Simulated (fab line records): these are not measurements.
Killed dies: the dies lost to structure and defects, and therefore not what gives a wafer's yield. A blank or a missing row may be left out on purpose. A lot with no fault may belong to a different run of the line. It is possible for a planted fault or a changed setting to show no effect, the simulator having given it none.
Chamber matching :: flow n5Finfet :: N5_DUMMY_GATE_ETCH_44 on rieSi-01 has 4 sister chambers
The step etches poly-Si in HBr/O2, stops on SiO2, target depth 127.5 nm. 8 wafers are shown with their chamber, then 7 later ones without.

WAFERS, EACH WITH ITS CHAMBER
wafer: L075.6
chamber: 1
throttleValvePct (%): 18.29
heBacksideLeakSccm (sccm): 3.1

wafer: L083.5
chamber: 3
throttleValvePct (%): 18.26
heBacksideLeakSccm (sccm): 2.7

wafer: L083.6
chamber: 0
throttleValvePct (%): 18.22
heBacksideLeakSccm (sccm): 2.6

wafer: L085.1
chamber: 2
throttleValvePct (%): 18.33
heBacksideLeakSccm (sccm): 2.2

wafer: L085.2
chamber: 3
throttleValvePct (%): 18.26
heBacksideLeakSccm (sccm): 2.8

wafer: L085.6
chamber: 2
throttleValvePct (%): 18.30
heBacksideLeakSccm (sccm): 2.3

wafer: L086.3
chamber: 1
throttleValvePct (%): 18.29
heBacksideLeakSccm (sccm): 3.2

wafer: L086.4
chamber: 0
throttleValvePct (%): 18.21
heBacksideLeakSccm (sccm): 2.5

WAFERS MISSING THEIR CHAMBER
wafer: L086.5
throttleValvePct (%): 18.30
heBacksideLeakSccm (sccm): 3.2

wafer: L087.3
throttleValvePct (%): 18.31
heBacksideLeakSccm (sccm): 2.2

wafer: L087.5
throttleValvePct (%): 18.31
heBacksideLeakSccm (sccm): 3.1

wafer: L087.6
throttleValvePct (%): 18.32
heBacksideLeakSccm (sccm): 2.0

wafer: L095.2
throttleValvePct (%): 18.30
heBacksideLeakSccm (sccm): 3.1

wafer: L095.3
throttleValvePct (%): 18.32
heBacksideLeakSccm (sccm): 2.4

wafer: L095.5
throttleValvePct (%): 18.21
heBacksideLeakSccm (sccm): 2.4

EACH ONE'S CHAMBER
wafer: L086.5
from the rows above: 1
in truth: 1

wafer: L087.3
from the rows above: 2
in truth: 2

wafer: L087.5
from the rows above: 1
in truth: 1

wafer: L087.6
from the rows above: 2
in truth: 2

wafer: L095.2
from the rows above: 1
in truth: 1

wafer: L095.3
from the rows above: 2
in truth: 2

wafer: L095.5
from the rows above: 0
in truth: 0
Placed correctly: 7 of 7. From these rows, 0 cannot be placed. 0 placed wrongly.
How it was worked out, from the rows above alone: a wafer's distance from a chamber is the root of the sum, over the readings, of the square of ((its reading less the chamber's mean) divided by the reading's scatter). The wafer belongs to the nearest chamber; if the next one is less than 2 further off, it can't be placed. For every chamber, the mean is computed from those of its wafers that are shown. How the scatter is found: for the shown wafers, subtract from each reading the mean of its chamber, square and add these, divide the total by (wafers less chambers), then take the root.
